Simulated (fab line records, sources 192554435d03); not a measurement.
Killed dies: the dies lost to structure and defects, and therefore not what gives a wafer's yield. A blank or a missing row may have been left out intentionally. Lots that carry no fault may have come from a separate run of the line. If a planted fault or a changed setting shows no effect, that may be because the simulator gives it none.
Chamber matching + flow n5_finfet + N5_BEOL_M11_STRIP_67 on rie_diel-04 has 4 sister chambers
The step strips in CF4. 20 wafers are shown with their chamber, then 10 later ones without.

## EACH WAFER AND ITS CHAMBER
| wafer  | chamber | showerhead_plenum_p_Torr (Torr) | oes_product_au (a.u.) | rf_vpp_V (V) |
|--------|---------|---------------------------------|-----------------------|--------------|
| L077.1 | 3       | 1.84                            | 0.70                  | 272.0        |
| L077.3 | 2       | 1.84                            | 0.68                  | 272.5        |
| L077.5 | 0       | 1.78                            | 0.92                  | 271.6        |
| L078.2 | 2       | 1.84                            | 0.68                  | 271.3        |
| L078.4 | 1       | 1.81                            | 0.76                  | 271.5        |
| L078.5 | 1       | 1.81                            | 0.76                  | 271.4        |
| L081.2 | 0       | 1.77                            | 0.89                  | 270.3        |
| L081.4 | 1       | 1.80                            | 0.76                  | 270.2        |
| L081.5 | 1       | 1.80                            | 0.77                  | 271.2        |
| L084.1 | 0       | 1.77                            | 0.88                  | 270.4        |
| L084.3 | 1       | 1.80                            | 0.76                  | 270.5        |
| L084.4 | 0       | 1.77                            | 0.87                  | 270.7        |
| L085.3 | 2       | 1.84                            | 0.95                  | 272.4        |
| L085.5 | 2       | 1.84                            | 0.95                  | 273.8        |
| L085.6 | 3       | 1.83                            | 0.69                  | 270.7        |
| L086.1 | 3       | 1.83                            | 0.70                  | 272.5        |
| L086.2 | 2       | 1.84                            | 0.95                  | 273.2        |
| L086.5 | 3       | 1.83                            | 0.69                  | 272.8        |
| L089.2 | 1       | 1.80                            | 0.74                  | 271.2        |
| L089.4 | 3       | 1.83                            | 0.69                  | 273.8        |

SIGNATURES (means of the wafers above)
| reading                  | chamber 0 | chamber 1 | chamber 2 | chamber 3 | scatter within a chamber |
|--------------------------|-----------|-----------|-----------|-----------|--------------------------|
| showerhead_plenum_p_Torr | 1.7725    | 1.8033    | 1.8400    | 1.8320    | 0.00425                  |
| oes_product_au           | 0.8900    | 0.7583    | 0.8420    | 0.6940    | 0.0748                   |
| rf_vpp_V                 | 270.750   | 271.000   | 272.640   | 272.360   | 0.834                    |
Rule: distance of a wafer from a chamber = root of the sum over the readings of ((wafer's reading minus chamber's mean) / reading's scatter) squared. If the next closest chamber is less than 2 further off than the closest, the wafer can't be placed; otherwise it belongs to the closest. The scatter: the root of (the sum of the squares of (reading less its chamber's mean) over the shown wafers, divided by (wafers less chambers)).

## WAFERS WITH NO CHAMBER GIVEN
| wafer  | showerhead_plenum_p_Torr (Torr) | oes_product_au (a.u.) | rf_vpp_V (V) |
|--------|---------------------------------|-----------------------|--------------|
| L089.6 | 1.77                            | 0.87                  | 271.2        |
| L092.2 | 1.80                            | 0.74                  | 270.8        |
| L092.5 | 1.80                            | 0.74                  | 270.7        |
| L092.6 | 1.77                            | 0.86                  | 270.0        |
| L093.3 | 1.83                            | 0.90                  | 271.9        |
| L093.4 | 1.77                            | 0.86                  | 269.3        |
| L093.5 | 1.83                            | 0.91                  | 272.3        |
| L094.4 | 1.80                            | 0.74                  | 272.2        |
| L094.5 | 1.77                            | 0.85                  | 269.5        |
| L094.6 | 1.83                            | 0.91                  | 270.5        |

## EACH ONE'S CHAMBER
| wafer  | from the rows above     | in truth |
|--------|-------------------------|----------|
| L089.6 | 0                       | 0        |
| L092.2 | 1                       | 1        |
| L092.5 | 1                       | 1        |
| L092.6 | 0                       | 0        |
| L093.3 | can't be placed: 2 or 3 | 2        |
| L093.4 | 0                       | 0        |
| L093.5 | can't be placed: 2 or 3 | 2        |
| L094.4 | 1                       | 1        |
| L094.5 | 0                       | 0        |
| L094.6 | can't be placed: 2 or 3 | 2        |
7 of 10 placed correctly. Cannot be placed on the basis of these rows: 3; the candidates contain the true chamber in 3. Placed wrongly: 0.
